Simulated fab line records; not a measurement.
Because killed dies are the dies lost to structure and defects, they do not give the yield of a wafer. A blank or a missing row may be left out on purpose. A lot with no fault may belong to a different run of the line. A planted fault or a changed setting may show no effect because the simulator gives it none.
Split-lot experiment / flow n5-finfet / on a route of 1938 steps: 7 lots, 21 wafers read

== ABOUT THE SPLIT ==
At N5_BEOL_M8_COAT_22 (resist thk 30 nm), the setting spin-rpm was moved away from the recipe's 1500 rpm on 5 of the 21 wafers read, by -10.8% to +4.5%. This setting was run at the recipe's value on the other wafers.

== FROM THE SPLIT TO THE READING: what the file shows between them, 5 steps ==
- N5_BEOL_M8_EBR_24
- N5_BEOL_M8_SOFTBAKE_23: time 60 s
- N5_BEOL_M8_EXPOSE_25: exposes mask V7, target cd 40 nm
- N5_BEOL_M8_PEB_26: peb time 60 s
- N5_BEOL_M8_DEVELOP_27: develop time 30 s

== THE READING ==
CAR-EUV_of_BEOL_M8_COAT_22.thk-nm (the simulator's own value, which no gauge read), in nm, at N5_BEOL_M8_DESCUM_33 (chemistry O2, time 7 s). The file does not state a usual value for it. Across the 16 wafers here that went through the recipe, the average is 26.1 nm and the standard deviation 0.087 nm.

wafer=L076.3; tool, chamber at the split=litho-track-01, 0; spin-rpm as run, rpm=1500; against the recipe=recipe; CAR-EUV_of_BEOL_M8_COAT_22.thk-nm, nm=26; against lot-mates on the recipe=-
wafer=L076.4; tool, chamber at the split=litho-track-01, 0; spin-rpm as run, rpm=1500; against the recipe=recipe; CAR-EUV_of_BEOL_M8_COAT_22.thk-nm, nm=26; against lot-mates on the recipe=-
wafer=L076.5; tool, chamber at the split=litho-track-01, 0; spin-rpm as run, rpm=1567; against the recipe=+4.5%; CAR-EUV_of_BEOL_M8_COAT_22.thk-nm, nm=25.4; against lot-mates on the recipe=-0.6
wafer=L078.2; tool, chamber at the split=litho-track-01, 0; spin-rpm as run, rpm=1340; against the recipe=-10.7%; CAR-EUV_of_BEOL_M8_COAT_22.thk-nm, nm=27.8; against lot-mates on the recipe=+1.6
wafer=L078.3; tool, chamber at the split=litho-track-01, 0; spin-rpm as run, rpm=1500; against the recipe=recipe; CAR-EUV_of_BEOL_M8_COAT_22.thk-nm, nm=26.2; against lot-mates on the recipe=-
wafer=L078.4; tool, chamber at the split=litho-track-01, 0; spin-rpm as run, rpm=1500; against the recipe=recipe; CAR-EUV_of_BEOL_M8_COAT_22.thk-nm, nm=26.2; against lot-mates on the recipe=-
wafer=L080.2; tool, chamber at the split=litho-track-01, 0; spin-rpm as run, rpm=1500; against the recipe=recipe; CAR-EUV_of_BEOL_M8_COAT_22.thk-nm, nm=26.2; against lot-mates on the recipe=-
wafer=L080.3; tool, chamber at the split=litho-track-01, 0; spin-rpm as run, rpm=1500; against the recipe=recipe; CAR-EUV_of_BEOL_M8_COAT_22.thk-nm, nm=26; against lot-mates on the recipe=-
wafer=L080.4; tool, chamber at the split=litho-track-01, 0; spin-rpm as run, rpm=1500; against the recipe=recipe; CAR-EUV_of_BEOL_M8_COAT_22.thk-nm, nm=26; against lot-mates on the recipe=-
wafer=L083.2; tool, chamber at the split=litho-track-03, 0; spin-rpm as run, rpm=1500; against the recipe=recipe; CAR-EUV_of_BEOL_M8_COAT_22.thk-nm, nm=26; against lot-mates on the recipe=-
wafer=L083.6; tool, chamber at the split=litho-track-03, 0; spin-rpm as run, rpm=1500; against the recipe=recipe; CAR-EUV_of_BEOL_M8_COAT_22.thk-nm, nm=26; against lot-mates on the recipe=-
wafer=L083.3; tool, chamber at the split=litho-track-03, 0; spin-rpm as run, rpm=1338; against the recipe=-10.8%; CAR-EUV_of_BEOL_M8_COAT_22.thk-nm, nm=27.8; against lot-mates on the recipe=+1.8
wafer=L084.1; tool, chamber at the split=litho-track-02, 0; spin-rpm as run, rpm=1546; against the recipe=+3.1%; CAR-EUV_of_BEOL_M8_COAT_22.thk-nm, nm=25.6; against lot-mates on the recipe=-0.4
wafer=L084.2; tool, chamber at the split=litho-track-02, 0; spin-rpm as run, rpm=1546; against the recipe=+3.1%; CAR-EUV_of_BEOL_M8_COAT_22.thk-nm, nm=25.6; against lot-mates on the recipe=-0.4
wafer=L084.3; tool, chamber at the split=litho-track-02, 0; spin-rpm as run, rpm=1500; against the recipe=recipe; CAR-EUV_of_BEOL_M8_COAT_22.thk-nm, nm=26; against lot-mates on the recipe=-
wafer=L087.1; tool, chamber at the split=litho-track-03, 0; spin-rpm as run, rpm=1500; against the recipe=recipe; CAR-EUV_of_BEOL_M8_COAT_22.thk-nm, nm=26; against lot-mates on the recipe=-
wafer=L087.2; tool, chamber at the split=litho-track-03, 0; spin-rpm as run, rpm=1500; against the recipe=recipe; CAR-EUV_of_BEOL_M8_COAT_22.thk-nm, nm=26; against lot-mates on the recipe=-
wafer=L087.4; tool, chamber at the split=litho-track-03, 0; spin-rpm as run, rpm=1500; against the recipe=recipe; CAR-EUV_of_BEOL_M8_COAT_22.thk-nm, nm=26; against lot-mates on the recipe=-
wafer=L090.1; tool, chamber at the split=litho-track-01, 0; spin-rpm as run, rpm=1500; against the recipe=recipe; CAR-EUV_of_BEOL_M8_COAT_22.thk-nm, nm=26; against lot-mates on the recipe=-
wafer=L090.2; tool, chamber at the split=litho-track-01, 0; spin-rpm as run, rpm=1500; against the recipe=recipe; CAR-EUV_of_BEOL_M8_COAT_22.thk-nm, nm=26; against lot-mates on the recipe=-
wafer=L090.3; tool, chamber at the split=litho-track-01, 0; spin-rpm as run, rpm=1500; against the recipe=recipe; CAR-EUV_of_BEOL_M8_COAT_22.thk-nm, nm=26.2; against lot-mates on the recipe=-

THE FIT
A straight line over all 21 wafers: CAR-EUV_of_BEOL_M8_COAT_22.thk-nm changes by -0.16 nm for each +1% of spin-rpm; r = -0.99; the points scatter about the line by 0.082 nm.
The same after taking each lot's own level away (the mean of its wafers on the recipe; 21 wafers): -0.154 nm for each +1%; r = -0.99; scatter 0.068 nm.
The reading moves by 1.7 nm for the largest change in spin-rpm, on that fit.
Measured against the standard deviation above, the lots' own levels, which go from 26.00 to 26.20 nm, span 2.3 times it.
Consequently the slope shifts little with the lot-to-lot level, the two slopes agreeing.
Check: with one of the wafers moved furthest among these (-10.8%) left out of the fit, the line predicts +1.58 nm for it against its lot-mates. Against them it came out at +1.8 nm.

== THE WHOLE CHAIN: every reading that the file lists as answering this split, in the file's order ==
step=N5_BEOL_M8_COAT_22; what it does=resist thk 30 nm; reading=CAR-EUV_of_BEOL_M8_COAT_22.thk-nm (the simulator's own value, which no gauge read); change (the file's fit)=-0.155 nm for each +1% of the setting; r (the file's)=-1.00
step=N5_BEOL_M8_DEVELOP_27; what it does=develop time 30 s; reading=CAR-EUV_of_BEOL_M8_COAT_22.thk-nm (the simulator's own value, which no gauge read); change (the file's fit)=-0.165 nm for each +1% of the setting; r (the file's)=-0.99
step=N5_BEOL_M8_DESCUM_33; what it does=chemistry O2, time 7 s; reading=CAR-EUV_of_BEOL_M8_COAT_22.thk-nm (the simulator's own value, which no gauge read); change (the file's fit)=-0.156 nm for each +1% of the setting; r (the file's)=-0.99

== FILE'S OWN FIT ==
CAR-EUV_of_BEOL_M8_COAT_22.thk-nm changes by -0.156 nm for each +1% of spin-rpm, r = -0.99.
